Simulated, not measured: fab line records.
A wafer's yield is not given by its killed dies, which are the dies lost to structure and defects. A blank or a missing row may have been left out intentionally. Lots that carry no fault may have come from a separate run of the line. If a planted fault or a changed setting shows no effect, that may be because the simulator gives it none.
A struck lot beside a sound one | flow nand harc | 12 steps out of a route of 1302
Sound: these wafers, L691.1, L691.2, L691.4. Struck: wafers L698.1, L698.3, L698.6. Last of all comes the cause.
Order at every step that has rows: each side's tool, ch and its chambers, its first start. Under that, the readings that differ: sound wafers | struck wafers | difference of the means | sigmas: that difference in standard deviations of wafers without a fault.
alike: readings with means less than 2 such deviations apart, plus words and numbers identical on both sides. not compared: withheld readings, readings lacking a value on some wafer, bounds such as >300 that could conceal the same value, and numbers that have no deviation in the record and whose values overlap.
Wherever a step has rows on one side only, a row that says differs or no value, or a row with sigmas, the two part there. Numbers that don't overlap but have no deviation are shown without sigmas and don't part them. A reading missing from all wafers of one side parts the sides only when that side holds two or more wafers.

NHARC_A_STAIRCASE_TRIM_193: chemistry O2, time 211.2 s.
  sound: rie diel-13 ch 1,2,3; struck: rie diel-03 ch 0,3
  alike: drypump motor current A, oes product au, rf vpp V, showerhead plenum p Torr, throttle valve pct
  not compared: rf hours counter h
then, 2 steps without rows for these wafers: NHARC_A_STAIRCASE_ETCH_194 (etches the open film in C4F8/O2, target depth 100 nm, time 40.5 s); NHARC_A_STAIRCASE_TRIM_196 (chemistry O2, time 211.2 s).
NHARC_A_STAIRCASE_ETCH_197: etches the open film in C4F8/O2, target depth 100 nm, time 40.5 s.
  sound: rie diel-03 ch 0,2,3; struck: rie diel-03 ch 0,1,2
  alike: oes product au, rf vpp V
  not compared: rf hours counter h
then, 2 steps without rows for these wafers: NHARC_A_STAIRCASE_TRIM_198 (chemistry O2, time 211.2 s); NHARC_A_STAIRCASE_ETCH_199 (etches the open film in C4F8/O2, target depth 100 nm, time 40.5 s).
NHARC_A_STAIRCASE_TRIM_200: chemistry O2, time 211.2 s.
  sound: rie diel-03 ch 0,2,3; struck: rie diel-03 ch 0,2,3
  reading                | sound                | struck               | difference | sigmas
  throttle valve pct (%) | 17.055 17.050 17.039 | 17.027 17.018 17.027 | -0.024     | -3
  alike: drypump motor current A, oes product au, rf vpp V, showerhead plenum p Torr
  not compared: rf hours counter h
then, 1 step without rows for these wafers: NHARC_A_STAIRCASE_ETCH_201 (etches the open film in C4F8/O2, target depth 100 nm, time 40.5 s).
NHARC_A_STAIRCASE_TRIM_202: chemistry O2, time 211.2 s.
  sound: rie diel-03 ch 0,1,2; struck: rie diel-03 ch 1,3
  alike: drypump motor current A, oes product au, rf vpp V, showerhead plenum p Torr, throttle valve pct
  not compared: rf hours counter h
NHARC_A_STAIRCASE_ETCH_203: etches the open film in C4F8/O2, target depth 100 nm, time 40.5 s.
  sound: rie diel-03 ch 0,1,2; struck: rie diel-03 ch 1,3
  alike: oes product au, rf vpp V
  not compared: rf hours counter h
NHARC_A_STAIRCASE_STRIP_205: strips in O2.
  sound on plasma asher-02 ch 0,1, day 18 14:17; struck on plasma asher-01 ch 1, day 20 17:53
  no value came back on the struck wafers for drypump motor current A (A), heater power w (W); on the sound wafers drypump motor current A (A) reads 5.1 5.4 5.1
  not compared: rf hours counter h
then, 1 step without rows for these wafers: NHARC_A_STAIRCASE_STRIP_206 (strips in SPM, time 900 s).

== WHERE THEY PART ==
At NHARC_A_STAIRCASE_TRIM_200 first; at NHARC_A_STAIRCASE_STRIP_205 last (within this record only).

WHY: what had been put in by the simulator
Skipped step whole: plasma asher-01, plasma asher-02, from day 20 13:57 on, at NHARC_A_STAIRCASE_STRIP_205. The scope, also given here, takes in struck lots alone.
